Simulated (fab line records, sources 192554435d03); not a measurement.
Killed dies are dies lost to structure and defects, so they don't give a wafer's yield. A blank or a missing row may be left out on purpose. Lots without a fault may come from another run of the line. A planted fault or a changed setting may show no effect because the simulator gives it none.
Chamber matching | flow n5_finfet | N5_BEOL_M13_DEP_53 on pecvd-04: 3 sister chambers
The step deposits SiCN from 3MS/NH3, target thk 50 nm, time 17.8 s. 18 wafers are shown with their chamber, then 9 later ones without.

WAFERS WITH THEIR CHAMBER
wafer  | chamber | throttle_valve_pct (%) | showerhead_plenum_p_Torr (Torr)
L074.3 | 1       | 19.3                   | 4.181
L074.4 | 1       | 19.1                   | 4.187
L074.6 | 0       | 17.7                   | 4.171
L083.4 | 0       | 17.8                   | 4.164
L083.5 | 1       | 19.2                   | 4.190
L083.6 | 2       | 17.9                   | 4.189
L084.2 | 2       | 17.6                   | 4.188
L084.4 | 2       | 18.2                   | 4.183
L084.6 | 1       | 19.2                   | 4.177
L085.1 | 1       | 19.2                   | 4.184
L085.2 | 0       | 17.7                   | 4.164
L085.6 | 1       | 19.2                   | 4.174
L087.2 | 0       | 17.6                   | 4.163
L087.3 | 1       | 19.3                   | 4.180
L087.6 | 2       | 17.9                   | 4.178
L092.1 | 0       | 17.8                   | 4.160
L092.3 | 2       | 17.8                   | 4.186
L092.4 | 0       | 17.7                   | 4.182

SIGNATURES (means of the wafers above)
reading                  | chamber 0 | chamber 1 | chamber 2 | scatter within a chamber
throttle_valve_pct       | 17.717    | 19.214    | 17.880    | 0.128
showerhead_plenum_p_Torr | 4.16733   | 4.18186   | 4.18480   | 0.00627
Rule: a wafer's distance from a chamber is the root of the sum, over the readings, of the square of ((its reading less the chamber's mean) divided by the reading's scatter). The wafer belongs to the nearest chamber; if the next one is less than 2 further off, it can't be placed. The scatter: the root of (the sum of the squares of (reading less its chamber's mean) over the shown wafers, divided by (wafers less chambers)).

WAFERS WITHOUT THEIR CHAMBER
wafer  | throttle_valve_pct (%) | showerhead_plenum_p_Torr (Torr)
L095.1 | 18.1                   | 4.181
L095.2 | 17.6                   | 4.174
L095.4 | 17.6                   | 4.168
L096.4 | 17.7                   | 4.165
L096.5 | 18.2                   | 4.175
L096.6 | 17.7                   | 4.165
L097.2 | 18.2                   | 4.183
L097.4 | 17.8                   | 4.177
L097.5 | 18.1                   | 4.192

WHICH CHAMBER EACH WENT THROUGH
wafer  | from the rows above     | in truth
L095.1 | can't be placed: 2 or 0 | 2
L095.2 | can't be placed: 0 or 2 | 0
L095.4 | 0                       | 0
L096.4 | 0                       | 0
L096.5 | can't be placed: 2 or 0 | 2
L096.6 | 0                       | 0
L097.2 | 2                       | 2
L097.4 | can't be placed: 2 or 0 | 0
L097.5 | 2                       | 2
Placed correctly: 5 of 9. Can't be placed from these rows: 4 (the true chamber is among the candidates in 4). Placed wrongly: 0.
